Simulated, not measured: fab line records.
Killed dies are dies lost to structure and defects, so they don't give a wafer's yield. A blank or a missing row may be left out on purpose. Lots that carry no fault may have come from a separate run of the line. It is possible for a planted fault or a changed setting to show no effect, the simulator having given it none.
Which of the tools did it? | flow n5_finfet | 72 wafers from 24 lots sampled at 5 of the route's 1938 steps

## WHAT EACH GAUGE READ, for each wafer
N5_STI_FIN_REVEAL_THK_MEAS_05. Usual: thk_nm at 131.5 nm, with a standard deviation of 1.
lot  | measured    | on            | thk_nm (nm)       | flag
L074 | day 2 09:26 | film_metro-02 | 132.5 131.2 130.8 |
L075 | day 2 17:05 | film_metro-01 | 132.2 132.9 131.5 |
L076 | day 2 21:46 | film_metro-01 | 132.2 132.3 132.3 |
L077 | day 3 04:14 | film_metro-01 | 131.3 130.5 130.6 |
L078 | day 3 10:31 | film_metro-01 | 131.9 131.2 133.6 |
L079 | day 3 18:40 | film_metro-02 | 131.6 131.9 131.0 |
L080 | day 4 00:43 | film_metro-02 | 131.8 132.0 132.5 |
L081 | day 4 06:35 | film_metro-01 | 131.8 131.2 131.8 |
L082 | day 4 10:35 | film_metro-02 | 132.1 131.0 132.2 |
L083 | day 4 16:39 | film_metro-01 | 129.5 130.3 129.3 |
L084 | day 4 23:37 | film_metro-01 | 131.0 131.9 131.6 |
L085 | day 5 05:03 | film_metro-02 | 131.3 132.4 131.8 |
L086 | day 5 11:23 | film_metro-02 | 130.7 131.0 130.8 |
L087 | day 5 16:32 | film_metro-01 | 131.7 131.8 131.6 |
L088 | day 5 22:29 | film_metro-02 | 130.3 130.4 132.2 |
L089 | day 6 05:02 | film_metro-02 | 133.2 131.6 132.7 |
L090 | day 6 09:13 | film_metro-02 | 131.4 132.1 130.9 |
L091 | day 6 15:35 | film_metro-01 | 132.6 131.5 131.7 |
L092 | day 6 21:01 | film_metro-01 | 132.4 132.8 132.5 |
L093 | day 7 03:44 | film_metro-01 | 131.9 132.4 132.2 |
L094 | day 7 10:09 | film_metro-01 | 131.7 131.3 130.9 |
L095 | day 7 15:01 | film_metro-02 | 130.4 129.6 129.8 |
L096 | day 7 22:31 | film_metro-01 | 131.2 129.4 131.3 |
L097 | day 8 03:53 | film_metro-02 | 131.7 130.3 131.9 |

## WHICH TOOL RAN EACH LOT (tool, then ch and the chambers of the sampled wafers, then the start)
lot  | N5_FIN_SAQP_MANDREL1_REMOVE_56  | N5_FIN_SAQP_RECESS_63             | N5_FIN_SAQP_ETCH_69               | N5_FIN_CUT_DESCUM_13
L074 | rie_si-04 ch 2,3, day 1 23:40   | vapor_etch-02 ch 0,1, day 2 00:11 | rie_diel-03 ch 0,1,3, day 2 00:38 | rie_diel-01 ch 0,1,2, day 2 03:04
L075 | rie_si-03 ch 0,1,2, day 2 06:57 | vapor_etch-02 ch 0,1, day 2 07:20 | rie_diel-04 ch 0,1,2, day 2 07:47 | rie_diel-01 ch 0,1,3, day 2 09:46
L076 | rie_si-02 ch 0,2, day 2 12:44   | vapor_etch-02 ch 0,1, day 2 13:07 | rie_diel-03 ch 0,3, day 2 13:34   | rie_diel-06 ch 1,2, day 2 15:26
L077 | rie_si-03 ch 0,2,3, day 2 18:12 | vapor_etch-01 ch 0,1, day 2 18:35 | rie_diel-03 ch 0,2, day 2 19:03   | rie_diel-05 ch 1,2,3, day 2 21:17
L078 | rie_si-02 ch 0,1, day 3 01:10   | vapor_etch-01 ch 0,1, day 3 01:38 | rie_diel-03 ch 0,1,2, day 3 02:05 | rie_diel-06 ch 0,1, day 3 04:05
L079 | rie_si-04 ch 0,1,2, day 3 09:19 | vapor_etch-01 ch 0,1, day 3 09:53 | rie_diel-04 ch 1,2, day 3 10:23   | rie_diel-01 ch 0,3, day 3 12:18
L080 | rie_si-02 ch 0,2,3, day 3 15:07 | vapor_etch-02 ch 0,1, day 3 15:37 | rie_diel-03 ch 1,2,3, day 3 15:58 | rie_diel-06 ch 2,3, day 3 17:46
L081 | rie_si-04 ch 0,1,2, day 3 19:11 | vapor_etch-01 ch 0,1, day 3 19:46 | rie_diel-02 ch 0,3, day 3 20:07   | rie_diel-06 ch 1,2, day 3 23:35
L082 | rie_si-02 ch 0,2,3, day 4 01:10 | vapor_etch-01 ch 0,1, day 4 01:32 | rie_diel-02 ch 1,2,3, day 4 02:04 | rie_diel-06 ch 0,2,3, day 4 04:07
L083 | rie_si-02 ch 0,2,3, day 4 05:31 | vapor_etch-02 ch 0,1, day 4 05:53 | rie_diel-02 ch 0,2,3, day 4 06:24 | rie_diel-06 ch 0,1,2, day 4 09:14
L084 | rie_si-04 ch 2,3, day 4 13:26   | vapor_etch-01 ch 0,1, day 4 14:02 | rie_diel-03 ch 0,1, day 4 14:22   | rie_diel-06 ch 2,3, day 4 17:16
L085 | rie_si-03 ch 0,2,3, day 4 18:39 | vapor_etch-02 ch 1, day 4 19:02   | rie_diel-03 ch 1,2,3, day 4 19:29 | rie_diel-05 ch 2,3, day 4 21:41
L086 | rie_si-03 ch 0,2,3, day 5 01:11 | vapor_etch-01 ch 0,1, day 5 01:41 | rie_diel-02 ch 0,2, day 5 02:11   | rie_diel-06 ch 0,1,3, day 5 05:04
L087 | rie_si-04 ch 0,1, day 5 07:17   | vapor_etch-02 ch 0,1, day 5 07:45 | rie_diel-04 ch 0,1,2, day 5 08:13 | rie_diel-06 ch 0,2,3, day 5 10:11
L088 | rie_si-03 ch 0,3, day 5 12:33   | vapor_etch-02 ch 0,1, day 5 12:56 | rie_diel-02 ch 1,2,3, day 5 13:23 | rie_diel-01 ch 0,1,3, day 5 15:27
L089 | rie_si-02 ch 0,1,3, day 5 19:14 | vapor_etch-01 ch 1, day 5 19:42   | rie_diel-04 ch 1,2,3, day 5 20:40 | rie_diel-06 ch 1,2,3, day 5 22:38
L090 | rie_si-03 ch 0,1,2, day 5 23:38 | vapor_etch-01 ch 1, day 6 00:01   | rie_diel-03 ch 0,1,3, day 6 00:57 | rie_diel-06 ch 1,2,3, day 6 02:53
L091 | rie_si-03 ch 1,2,3, day 6 05:44 | vapor_etch-02 ch 0,1, day 6 06:07 | rie_diel-04 ch 1,3, day 6 06:53   | rie_diel-06 ch 1,3, day 6 08:57
L092 | rie_si-04 ch 2,3, day 6 11:39   | vapor_etch-01 ch 0,1, day 6 12:09 | rie_diel-03 ch 0,2,3, day 6 12:31 | rie_diel-05 ch 0,1,3, day 6 14:22
L093 | rie_si-04 ch 0,2,3, day 6 17:22 | vapor_etch-01 ch 0,1, day 6 18:02 | rie_diel-03 ch 0,2, day 6 18:28   | rie_diel-05 ch 0,2,3, day 6 20:26
L094 | rie_si-02 ch 0,2, day 7 00:35   | vapor_etch-02 ch 0,1, day 7 01:05 | rie_diel-03 ch 0,1,3, day 7 01:25 | rie_diel-06 ch 2,3, day 7 03:43
L095 | rie_si-04 ch 0,2, day 7 05:16   | vapor_etch-01 ch 0,1, day 7 05:53 | rie_diel-02 ch 0,2,3, day 7 06:22 | rie_diel-05 ch 0,1,2, day 7 08:40
L096 | rie_si-02 ch 0,3, day 7 12:37   | vapor_etch-01 ch 0,1, day 7 12:59 | rie_diel-02 ch 0,2,3, day 7 13:26 | rie_diel-01 ch 1,2, day 7 15:17
L097 | rie_si-03 ch 0,2,3, day 7 18:28 | vapor_etch-02 ch 0,1, day 7 18:50 | rie_diel-04 ch 0,3, day 7 19:30   | rie_diel-05 ch 0,1,3, day 7 21:33
- N5_FIN_SAQP_MANDREL1_REMOVE_56: chemistry HBr/Cl2/O2, target a-Si, stops on SiNx, bt time 10 s.
- N5_FIN_SAQP_RECESS_63: chemistry HF/NH3, target SiO2, target depth 18 nm, afs cycles 3, sublimation time 60 s.
- N5_FIN_SAQP_ETCH_69: etches SOC in N2/H2, stops on SiNx, target depth 150 nm.
- N5_FIN_CUT_DESCUM_13: chemistry O2, time 7 s.

## AS READ BY THE TOOLS THEMSELVES (means over the sampled wafers that have a number; for cases with no such wafer, the mark the record gives instead)
N5_FIN_SAQP_MANDREL1_REMOVE_56. Usual: HBr_flow_sccm 149.9 sccm, standard deviation 0.47; drypump_motor_current_A 5.7 A, standard deviation 0.43; oes_product_au 1.003 a.u., standard deviation 0.019; throttle_valve_pct 36.6 %, standard deviation 0.37.
lot  | tool      | HBr_flow_sccm (sccm) | drypump_motor_current_A (A) | oes_product_au (a.u.) | throttle_valve_pct (%) | flag
L074 | rie_si-04 | 149.6                | 5.9                         | 1.013                 | 36.9                   |
L075 | rie_si-03 | 149.8                | 5.8                         | 1.007                 | 36.5                   |
L076 | rie_si-02 | 150.1                | 5.2                         | 1.002                 | 36.8                   |
L077 | rie_si-03 | 150.2                | 6.0                         | 1.019                 | 36.4                   |
L078 | rie_si-02 | 149.9                | 5.6                         | 0.997                 | 36.6                   |
L079 | rie_si-04 | 149.4                | 5.9                         | 0.999                 | 37.0                   |
L080 | rie_si-02 | 149.9                | 5.3                         | 1.010                 | 36.7                   |
L081 | rie_si-04 | 149.8                | 6.0                         | 0.991                 | 37.0                   |
L082 | rie_si-02 | 149.5                | 5.3                         | 1.007                 | 36.7                   |
L083 | rie_si-02 | 150.3                | 5.3                         | 1.001                 | 36.7                   |
L084 | rie_si-04 | 149.7                | 5.9                         | 1.007                 | 36.4                   |
L085 | rie_si-03 | 149.6                | 6.0                         | 1.003                 | 36.4                   |
L086 | rie_si-03 | 150.5                | 6.0                         | 1.021                 | 36.4                   |
L087 | rie_si-04 | 149.9                | 5.9                         | 0.984                 | 36.9                   |
L088 | rie_si-03 | 150.0                | 6.1                         | 1.013                 | 36.4                   |
L089 | rie_si-02 | 149.7                | 5.7                         | 1.009                 | 36.4                   |
L090 | rie_si-03 | 149.7                | 5.7                         | 1.003                 | 36.5                   |
L091 | rie_si-03 | 150.1                | 5.6                         | 1.003                 | 36.6                   |
L092 | rie_si-04 | 149.8                | 6.0                         | 1.004                 | 36.9                   |
L093 | rie_si-04 | 150.0                | 6.0                         | 0.992                 | 36.7                   |
L094 | rie_si-02 | 149.8                | 5.2                         | 0.992                 | 36.9                   |
L095 | rie_si-04 | 149.8                | 6.0                         | 1.011                 | 37.2                   |
L096 | rie_si-02 | 150.0                | 5.6                         | 1.013                 | 36.4                   |
L097 | rie_si-03 | 150.0                | 6.0                         | 1.007                 | 36.4                   |

N5_FIN_SAQP_RECESS_63. Usual: drypump_motor_current_A 5.7 A, standard deviation 0.74; foreline_p_Torr 0.1281 Torr, standard deviation 0.00043.
lot  | tool          | drypump_motor_current_A (A) | foreline_p_Torr (Torr) | flag
L074 | vapor_etch-02 | 5.8                         | 0.1277                 |
L075 | vapor_etch-02 | 5.8                         | 0.1284                 |
L076 | vapor_etch-02 | 5.3                         | 0.1279                 |
L077 | vapor_etch-01 | 6.0                         | 0.1282                 |
L078 | vapor_etch-01 | 6.0                         | 0.1278                 |
L079 | vapor_etch-01 | 6.0                         | 0.1282                 |
L080 | vapor_etch-02 | 5.8                         | 0.1283                 |
L081 | vapor_etch-01 | 6.0                         | 0.1280                 |
L082 | vapor_etch-01 | 6.0                         | 0.1277                 |
L083 | vapor_etch-02 | 5.8                         | 0.1283                 |
L084 | vapor_etch-01 | 5.5                         | 0.1280                 |
L085 | vapor_etch-02 | 6.3                         | 0.1280                 |
L086 | vapor_etch-01 | 6.0                         | 0.1277                 |
L087 | vapor_etch-02 | 5.3                         | 0.1280                 |
L088 | vapor_etch-02 | 5.8                         | 0.1282                 |
L089 | vapor_etch-01 | 6.5                         | 0.1284                 |
L090 | vapor_etch-01 | 6.5                         | 0.1276                 |
L091 | vapor_etch-02 | 5.3                         | 0.1280                 |
L092 | vapor_etch-01 | 5.5                         | 0.1280                 |
L093 | vapor_etch-01 | 6.0                         | 0.1278                 |
L094 | vapor_etch-02 | 5.8                         | 0.1275                 |
L095 | vapor_etch-01 | 5.5                         | 0.1282                 |
L096 | vapor_etch-01 | 6.0                         | 0.1284                 |
L097 | vapor_etch-02 | 5.3                         | 0.1281                 |

N5_FIN_SAQP_ETCH_69. Usual: drypump_motor_current_A 5.6 A, standard deviation 0.47; h2_flow_sccm 200.0 sccm, standard deviation 0.66; oes_product_au 0.77 a.u., standard deviation 0.087; rf_vpp_V 240.6 V, standard deviation 1.3; showerhead_plenum_p_Torr 2.53 Torr, standard deviation 0.082; throttle_valve_pct 17.85 %, standard deviation 0.28.
lot  | tool        | drypump_motor_current_A (A) | h2_flow_sccm (sccm) | oes_product_au (a.u.) | rf_vpp_V (V) | showerhead_plenum_p_Torr (Torr) | throttle_valve_pct (%) | flag
L074 | rie_diel-03 | 5.5                         | 199.7               | 0.79                  | 241.1        | 2.56                            | 17.84                  |
L075 | rie_diel-04 | 5.4                         | 200.0               | 0.74                  | 241.3        | 2.57                            | 18.08                  |
L076 | rie_diel-03 | 5.8                         | 199.8               | 0.71                  | 241.2        | 2.57                            | 18.17                  |
L077 | rie_diel-03 | 5.9                         | 199.6               | 0.72                  | 240.3        | 2.53                            | 18.03                  |
L078 | rie_diel-03 | 5.8                         | 199.9               | 0.76                  | 239.4        | 2.51                            | 17.86                  |
L079 | rie_diel-04 | 5.4                         | 199.2               | 0.73                  | 241.0        | 2.55                            | 17.99                  |
L080 | rie_diel-03 | 5.5                         | 200.1               | 0.79                  | 241.1        | 2.57                            | 17.69                  |
L081 | rie_diel-02 | 5.2                         | 201.0               | 0.71                  | 240.2        | 2.40                            | 17.91                  |
L082 | rie_diel-02 | 5.6                         | 199.8               | 0.76                  | 239.4        | 2.47                            | 17.66                  |
L083 | rie_diel-02 | 5.2                         | 200.1               | 0.78                  | 240.1        | 2.44                            | 17.88                  |
L084 | rie_diel-03 | 5.6                         | 200.0               | 0.90                  | 240.1        | 2.48                            | 17.57                  |
L085 | rie_diel-03 | 5.4                         | 200.2               | 0.79                  | 240.1        | 2.56                            | 17.71                  |
L086 | rie_diel-02 | 5.1                         | 199.9               | 0.83                  | 239.9        | 2.47                            | 17.84                  |
L087 | rie_diel-04 | 5.4                         | 199.8               | 0.71                  | 240.4        | 2.56                            | 18.12                  |
L088 | rie_diel-02 | 5.6                         | 199.6               | 0.85                  | 241.1        | 2.57                            | 17.54                  |
L089 | rie_diel-04 | 5.8                         | 200.1               | 0.72                  | 240.1        | 2.55                            | 17.99                  |
L090 | rie_diel-03 | 5.5                         | 200.3               | 0.84                  | 241.3        | 2.55                            | 17.73                  |
L091 | rie_diel-04 | 6.1                         | 199.6               | 0.72                  | 240.7        | 2.59                            | 18.05                  |
L092 | rie_diel-03 | 5.7                         | 199.7               | 0.79                  | 241.4        | 2.56                            | 17.91                  |
L093 | rie_diel-03 | 6.0                         | 199.7               | 0.84                  | 240.0        | 2.50                            | 17.96                  |
L094 | rie_diel-03 | 5.5                         | 200.2               | 0.83                  | 241.1        | 2.54                            | 17.75                  |
L095 | rie_diel-02 | 5.2                         | 200.6               | 0.83                  | 240.0        | 2.53                            | 17.76                  |
L096 | rie_diel-02 | 5.2                         | 199.3               | 0.82                  | 240.8        | 2.53                            | 17.79                  |
L097 | rie_diel-04 | 5.7                         | 200.0               | 0.68                  | 239.8        | 2.51                            | 18.01                  |

N5_FIN_CUT_DESCUM_13. Usual: drypump_motor_current_A 5.58 A, standard deviation 0.28; oes_product_au 0.77 a.u., standard deviation 0.073; rf_vpp_V 243.7 V, standard deviation 1.1; showerhead_plenum_p_Torr 2.12 Torr, standard deviation 0.046; throttle_valve_pct 20.42 %, standard deviation 0.22.
lot  | tool        | drypump_motor_current_A (A) | oes_product_au (a.u.) | rf_vpp_V (V) | showerhead_plenum_p_Torr (Torr) | throttle_valve_pct (%) | flag
L074 | rie_diel-01 | 5.78                        | 0.71                  | 243.4        | 2.16                            | 20.70                  |
L075 | rie_diel-01 | 5.92                        | 0.73                  | 244.8        | 2.18                            | 20.58                  |
L076 | rie_diel-06 | 5.37                        | 0.71                  | 244.9        | 2.13                            | 20.47                  |
L077 | rie_diel-05 | 5.47                        | 0.83                  | 243.3        | 2.12                            | 20.33                  |
L078 | rie_diel-06 | 5.65                        | 0.74                  | 245.0        | 2.16                            | 20.31                  |
L079 | rie_diel-01 | 5.98                        | 0.71                  | 243.7        | 2.17                            | 20.58                  |
L080 | rie_diel-06 | 5.40                        | 0.85                  | 243.1        | 2.07                            | 20.40                  |
L081 | rie_diel-06 | 5.47                        | 0.72                  | 243.5        | 2.12                            | 20.52                  |
L082 | rie_diel-06 | 5.56                        | 0.80                  | 242.3        | 2.10                            | 20.37                  |
L083 | rie_diel-06 | 5.56                        | 0.73                  | 244.4        | 2.14                            | 20.41                  |
L084 | rie_diel-06 | 5.37                        | 0.84                  | 242.9        | 2.06                            | 20.41                  |
L085 | rie_diel-05 | 5.55                        | 0.77                  | 242.6        | 2.09                            | 20.52                  |
L086 | rie_diel-06 | 5.49                        | 0.77                  | 243.8        | 2.11                            | 20.36                  |
L087 | rie_diel-06 | 5.57                        | 0.78                  | 242.7        | 2.10                            | 20.38                  |
L088 | rie_diel-01 | 5.93                        | 0.72                  | 243.6        | 2.17                            | 20.62                  |
L089 | rie_diel-06 | 5.36                        | 0.77                  | 243.4        | 2.10                            | 20.46                  |
L090 | rie_diel-06 | 5.40                        | 0.76                  | 243.7        | 2.09                            | 20.47                  |
L091 | rie_diel-06 | 5.27                        | 0.80                  | 242.8        | 2.07                            | 20.40                  |
L092 | rie_diel-05 | 5.62                        | 0.76                  | 243.9        | 2.13                            | 20.38                  |
L093 | rie_diel-05 | 5.71                        | 0.77                  | 243.4        | 2.13                            | 20.41                  |
L094 | rie_diel-06 | 5.38                        | 0.82                  | 243.0        | 2.06                            | 20.44                  |
L095 | rie_diel-05 | 5.61                        | 0.82                  | 244.1        | 2.14                            | 20.25                  |
L096 | rie_diel-01 | 5.72                        | 0.69                  | 243.6        | 2.15                            | 20.77                  |
L097 | rie_diel-05 | 5.62                        | 0.75                  | 243.4        | 2.12                            | 20.39                  |

## THE ANSWER, worked out from the rows above alone
Rule: a lot is off if the mean of its wafers that have a number lies more than 3 standard deviations from the usual mean. Also off: a lot with no number at a reading for which 4 or more lots have one. Any other lot the step has rows for is counted as sound. Order of review: gauges by route order, followed by the tools' own readings, for which a lot's mean as printed above is used. The first step at which some lot is off is used, and at that step the reading that is off furthest; a lot without a number counts as furthest.
Nothing can be told from this: no lot is off at any reading shown.

## WHAT HAD BEEN PUT IN BY THE SIMULATOR
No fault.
